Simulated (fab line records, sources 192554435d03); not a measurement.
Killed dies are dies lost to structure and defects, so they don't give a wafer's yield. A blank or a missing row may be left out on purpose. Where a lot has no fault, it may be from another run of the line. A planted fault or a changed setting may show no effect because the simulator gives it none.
3 desks, one fault    flow n5-finfet    each desk has only its own numbers; what lay behind them comes last

== THE DEFECT DESK ==
For each lot, the counts of the inspections along the route, averaged over the sampled wafers that have a number. If a lot's mean is further than 4 standard deviations from the usual mean, the lot is out of limits and carries the mark OUT (the distance appears in the brackets).
Columns: A = raw-defect-count at N5_BEOL_M0_SAQP_INSPECT_42, usual 254
lot   first seen here  A
L473  day 7 12:35      279
L478  day 8 16:35      310
L480  day 9 03:08      248
L481  day 9 10:53      287
L482  day 10 00:36     215
L489  day 11 18:56     230
Finding of this desk: none of the 6 lots has anything out of limits.

== FROM THE METROLOGY DESK ==
Lot by lot, what the gauges showed, no matter which tool ran the lot: averages of those sampled wafers that carry a number. If a lot's mean is further than 4 standard deviations from the usual mean, the lot is out of limits and carries the mark OUT (the distance appears in the brackets). Shown here are 7 of its 12 readings, the ones lying furthest out on some lot.
Columns: A = M0_CUT1_OVL at N5_BEOL_M0_SAQP_OVL_MEAS_41, usual -0.6 nm; B = IOFF_N at N5_BEOL_M4_RC_MEAS_101, usual 0.160 nA/um; C = ION_N at N5_BEOL_M4_RC_MEAS_101, usual 675 uA/um; D = ION_P at N5_BEOL_M4_RC_MEAS_101, usual 462 uA/um; E = SS_N at N5_BEOL_M4_RC_MEAS_101, usual 71.5 mV/dec; F = VT_N at N5_BEOL_M4_RC_MEAS_101, usual 249.5 mV; G = VT_P at N5_BEOL_M4_RC_MEAS_101, usual -250.1 mV
lot   first seen here  A     B      C    D    E     F      G
L473  day 7 12:30      -0.4  0.157  665  452  72.1  248.1  -252.1
L478  day 8 16:30      -0.6  0.185  689  473  71.8  245.3  -245.6
L480  day 9 03:03      -1.3  0.184  674  461  72.4  246.8  -250.2
L481  day 9 10:49      -0.0  0.164  680  463  71.5  250.4  -251.9
L482  day 10 00:31     -1.5  0.147  665  463  71.7  251.4  -250.1
L489  day 11 18:51     0.7   0.190  671  451  71.5  247.2  -252.9
Finding of this desk: none of the 6 lots has anything out of limits.

== DESK OF THE TOOL OWNER: rie-diel-01 ==
The tool's own readings at N5_BEOL_M0_SAQP_CUT_ETCH_46 (etches SOC in N2/H2, target depth 135 nm, overetch 27 nm, time 202.5 s): means of the sampled wafers that have a number, for each lot that ran on this tool. If a lot's mean is further than 4 standard deviations from the usual mean, the lot is out of limits and carries the mark OUT (the distance appears in the brackets).
Columns: A = drypump-motor-current-A at N5_BEOL_M0_SAQP_CUT_ETCH_46, usual 5.4 A; B = rf-fwd-power-W at N5_BEOL_M0_SAQP_CUT_ETCH_46, usual 837.9 W; C = rf-vpp-V at N5_BEOL_M0_SAQP_CUT_ETCH_46, usual 525.6 V; D = showerhead-plenum-p-Torr at N5_BEOL_M0_SAQP_CUT_ETCH_46, usual 2.61 Torr; E = throttle-valve-pct at N5_BEOL_M0_SAQP_CUT_ETCH_46, usual 17.87 %
lot   first seen here  A    B      C      D     E
L478  day 8 17:18      5.4  835.9  525.7  2.60  17.91
L480  day 9 03:49      5.0  839.2  526.0  2.61  17.72
L481  day 9 11:03      5.5  838.0  526.3  2.59  18.12
Finding of this desk: none of the 3 lots has anything out of limits.

== TAKEN TOGETHER ==
No out-of-limits result turned up at the defect desk.
Metrology desk: nothing out of limits seen.
The tool owner's desk saw nothing out of limits.

== WHAT THE SIMULATOR HAD INSERTED ==
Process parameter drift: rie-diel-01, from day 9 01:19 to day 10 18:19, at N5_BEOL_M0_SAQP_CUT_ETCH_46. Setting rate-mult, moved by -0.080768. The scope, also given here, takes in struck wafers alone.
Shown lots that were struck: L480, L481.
